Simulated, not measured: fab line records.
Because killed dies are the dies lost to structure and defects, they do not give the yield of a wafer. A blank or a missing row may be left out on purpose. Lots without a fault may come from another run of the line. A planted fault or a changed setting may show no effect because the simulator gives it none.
Matching of chambers -- flow nand harc -- 4 sister chambers for NHARC_A_STAIRCASE_TRIM_12 on rie diel-11
The step chemistry O2, time 211.2 s. 7 wafers are shown with their chamber, then 7 later ones without.

WAFERS PAIRED WITH THEIR CHAMBERS
wafer,chamber,drypump motor current A (A),showerhead plenum p Torr (Torr)
L082.1,1,5.6,3.29
L082.4,3,5.8,3.36
L085.1,1,5.6,3.28
L085.2,2,5.3,3.39
L085.4,3,5.9,3.36
L086.1,0,6.3,3.44
L086.2,2,5.3,3.39

WAFERS WHOSE CHAMBER IS MISSING
wafer,drypump motor current A (A),showerhead plenum p Torr (Torr)
L086.5,5.3,3.39
L094.2,5.3,3.37
L094.3,5.9,3.35
L094.5,5.3,3.37
L097.1,5.6,3.26
L097.3,6.3,3.43
L097.4,5.3,3.37

EACH ONE'S CHAMBER
wafer,from the rows above,in truth
L086.5,2,2
L094.2,2,2
L094.3,3,3
L094.5,2,2
L097.1,1,1
L097.3,0,0
L097.4,2,2
Placed correctly: 7 of 7. From these rows, 0 cannot be placed. Wrongly placed: 0.
How it was worked out, from the rows above alone: a wafer's distance from a chamber is the root of the sum, over the readings, of the square of ((its reading less the chamber's mean) divided by the reading's scatter). The wafer belongs to the nearest chamber; if the next one is less than 2 further off, it can't be placed. For every chamber, the mean is computed from those of its wafers that are shown. The scatter is the square root of a quotient: the sum, over the shown wafers, of each reading's squared deviation from its chamber's mean, divided by wafers minus chambers.
